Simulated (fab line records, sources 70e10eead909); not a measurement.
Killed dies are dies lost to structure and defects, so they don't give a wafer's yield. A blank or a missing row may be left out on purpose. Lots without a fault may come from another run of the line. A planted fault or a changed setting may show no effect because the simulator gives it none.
A struck lot beside a sound one | flow nand_harc | 13 steps out of a route of 1302
Sound: wafers L202.1, L202.3, L202.5. Struck: wafers L211.3, L211.4, L211.5. The cause comes at the end.
At each step with rows: each side's tool, then ch and its chambers, then its first start. Under that, the readings that differ: sound wafers | struck wafers | difference of the means | sigmas: that difference in standard deviations of wafers without a fault.
alike: readings whose means differ by less than 2 such deviations, and words and numbers that are the same on both sides. not compared: withheld readings, readings that some wafer has no value for, bounds like >300 that may hide the same value, and numbers for which the record gives no deviation and whose values overlap.
The two part at a step that has a row with sigmas, a row that says differs or no value, or rows on one side only. Numbers that don't overlap but have no deviation are shown without sigmas and don't part them. A reading that every wafer of one side lacks parts them only if that side has two wafers or more.

NHARC_A_CHANNEL_FILL_D1_ALD_16: deposits SiO2, target thk 1.5 nm, pulse time 10 s, ald cycles 15.
  sound on ald_hk-01 ch 0,3, day 9 09:24; struck on ald_hk-02 ch 1,2,3, day 13 16:04
  alike: heater_power_w, precursor_pulse_height_rel
then, 3 steps without rows for these wafers: NHARC_A_CHANNEL_FILL_D1_ANNEAL_17 (time 1800 s); NHARC_A_CHANNEL_FILL_D1_CVD_18 (deposits poly-Si, target thk 3 nm); NHARC_A_CHANNEL_FILL_D1_ETCHBACK_19 (etches the open film in HBr/Cl2, target depth 5 nm, time 1.7 s).
NHARC_A_CHANNEL_FILL_D1_ETCHBACK_20: etches the open film in C4F8/O2/Ar, target depth 27 nm, time 13.5 s.
  sound on rie_diel-10 ch 1,3, day 9 21:14; struck on rie_diel-10 ch 1,3, day 14 03:56
  reading               | sound          | struck         | difference | sigmas
  bias_w (W)            | 1496 1499 1506 | 1492 1493 1488 | -9         | -2
  oes_product_au (a.u.) | 0.91 0.92 0.92 | 1.00 1.01 1.00 | +0.09      | +2
  alike: chamber_pressure_mTorr, rf_vpp_V
  not compared: rf_hours_counter_h
NHARC_A_CHANNEL_FILL_D1_STRIP_28: strips in O2, time 20 s.
  sound on rie_diel-10 ch 2,3, day 9 21:21; struck on rie_diel-10 ch 0,3, day 14 04:01
  alike: drypump_motor_current_A, oes_product_au, rf_vpp_V, showerhead_plenum_p_Torr, throttle_valve_pct
  not compared: rf_hours_counter_h
then, 4 steps without rows for these wafers: NHARC_A_CHANNEL_FILL_D1_PRECLEAN_21 (cleans in dHF, time 30 s); NHARC_A_CHANNEL_FILL_D1_SRD_23; NHARC_A_CHANNEL_FILL_D1_CVD_05 (deposits poly-Si, target thk 5 nm); NHARC_A_CHANNEL_FILL_D1_ANNEAL_22 (time 7200 s).
NHARC_A_CHANNEL_FILL_D1_ALD_25: deposits SiOx, target thk 60 nm, pulse time 10 s, ald cycles 600.
  sound on ald_hk-04 ch 0,2,3, day 10 11:59; struck on ald_hk-02 ch 0,1,2, day 14 16:19
  alike: heater_power_w, precursor_pulse_height_rel
NHARC_A_CHANNEL_FILL_D1_ETCHBACK_08: etches the open film in C4F8, target depth 220 nm, time 110 s.
  sound on rie_diel-13 ch 1,2, day 10 18:44; struck on rie_diel-11 ch 1,3, day 14 21:13
  no value came back on the struck wafers for chamber_pressure_mTorr (mTorr), oes_product_au (a.u.), rf_vpp_V (V); on the sound wafers chamber_pressure_mTorr (mTorr) reads 24.970 25.001 25.016
  not compared: rf_hours_counter_h
NHARC_A_CHANNEL_FILL_D1_STRIP_29: strips in O2, time 20 s.
  sound on rie_diel-13 ch 0,1,2; struck on rie_diel-11 ch 2,3, day 14 21:23
  alike: drypump_motor_current_A, oes_product_au, rf_vpp_V, showerhead_plenum_p_Torr, throttle_valve_pct
  not compared: rf_hours_counter_h

WHERE THEY PART
First at NHARC_A_CHANNEL_FILL_D1_ETCHBACK_20; last, within this record, at NHARC_A_CHANNEL_FILL_D1_ETCHBACK_08. Later steps at which nothing parts them and some readings are alike: NHARC_A_CHANNEL_FILL_D1_STRIP_29.

WHY: what the simulator had put in
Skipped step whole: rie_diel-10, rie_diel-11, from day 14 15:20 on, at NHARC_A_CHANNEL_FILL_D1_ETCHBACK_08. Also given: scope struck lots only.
